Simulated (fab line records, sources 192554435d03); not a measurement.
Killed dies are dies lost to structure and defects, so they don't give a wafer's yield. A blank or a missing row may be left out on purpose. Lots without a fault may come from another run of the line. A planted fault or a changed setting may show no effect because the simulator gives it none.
Chamber matching | flow n5_finfet | N5_BEOL_M6_ETCH_72 on rie_diel-04: 4 sister chambers
The step etches underlayer in N2/H2, target depth 6.5 nm, time 5.2 s. 18 wafers are shown with their chamber, then 9 later ones without.

WAFERS WITH THEIR CHAMBER
wafer  | chamber | drypump_motor_current_A (A) | showerhead_plenum_p_Torr (Torr) | throttle_valve_pct (%)
L075.1 | 1       | 5.4                         | 2.46                            | 18.13
L075.3 | 2       | 4.7                         | 2.58                            | 17.56
L075.5 | 1       | 5.4                         | 2.46                            | 18.11
L078.3 | 1       | 5.4                         | 2.45                            | 18.14
L078.5 | 2       | 4.7                         | 2.58                            | 17.56
L078.6 | 1       | 5.4                         | 2.45                            | 18.16
L081.1 | 1       | 5.4                         | 2.45                            | 18.16
L081.3 | 0       | 6.2                         | 2.47                            | 17.71
L081.6 | 3       | 5.5                         | 2.56                            | 17.64
L080.1 | 0       | 6.1                         | 2.46                            | 17.69
L080.2 | 2       | 4.7                         | 2.58                            | 17.58
L080.3 | 1       | 5.4                         | 2.45                            | 18.15
L082.4 | 1       | 5.4                         | 2.45                            | 18.15
L082.5 | 0       | 6.1                         | 2.46                            | 17.74
L082.6 | 3       | 5.5                         | 2.56                            | 17.66
L087.1 | 2       | 4.7                         | 2.57                            | 17.60
L087.4 | 1       | 5.4                         | 2.45                            | 18.17
L087.5 | 2       | 4.7                         | 2.57                            | 17.60

SIGNATURES (means of the wafers above)
reading                  | chamber 0 | chamber 1 | chamber 2 | chamber 3 | scatter within a chamber
drypump_motor_current_A  | 6.133     | 5.400     | 4.700     | 5.500     | 0.0218
showerhead_plenum_p_Torr | 2.4633    | 2.4525    | 2.5760    | 2.5600    | 0.0049
throttle_valve_pct       | 17.7133   | 18.1462   | 17.5800   | 17.6500   | 0.0201
Rule: a wafer's distance from a chamber is the root of the sum, over the readings, of the square of ((its reading less the chamber's mean) divided by the reading's scatter). The wafer belongs to the nearest chamber; if the next one is less than 2 further off, it can't be placed. The scatter: the root of (the sum of the squares of (reading less its chamber's mean) over the shown wafers, divided by (wafers less chambers)).

WAFERS WITHOUT THEIR CHAMBER
wafer  | drypump_motor_current_A (A) | showerhead_plenum_p_Torr (Torr) | throttle_valve_pct (%)
L088.1 | 6.1                         | 2.46                            | 17.76
L088.3 | 5.4                         | 2.44                            | 18.20
L088.6 | 5.5                         | 2.55                            | 17.68
L093.2 | 5.5                         | 2.55                            | 17.68
L093.4 | 5.4                         | 2.44                            | 18.19
L093.5 | 4.7                         | 2.57                            | 17.61
L094.3 | 5.5                         | 2.54                            | 17.74
L094.4 | 5.4                         | 2.44                            | 18.21
L094.5 | 5.4                         | 2.44                            | 18.21

WHICH CHAMBER EACH WENT THROUGH
wafer  | from the rows above | in truth
L088.1 | 0                   | 0
L088.3 | 1                   | 1
L088.6 | 3                   | 3
L093.2 | 3                   | 3
L093.4 | 1                   | 1
L093.5 | 2                   | 2
L094.3 | 3                   | 3
L094.4 | 1                   | 1
L094.5 | 1                   | 1
Placed correctly: 9 of 9. Can't be placed from these rows: 0. Placed wrongly: 0.
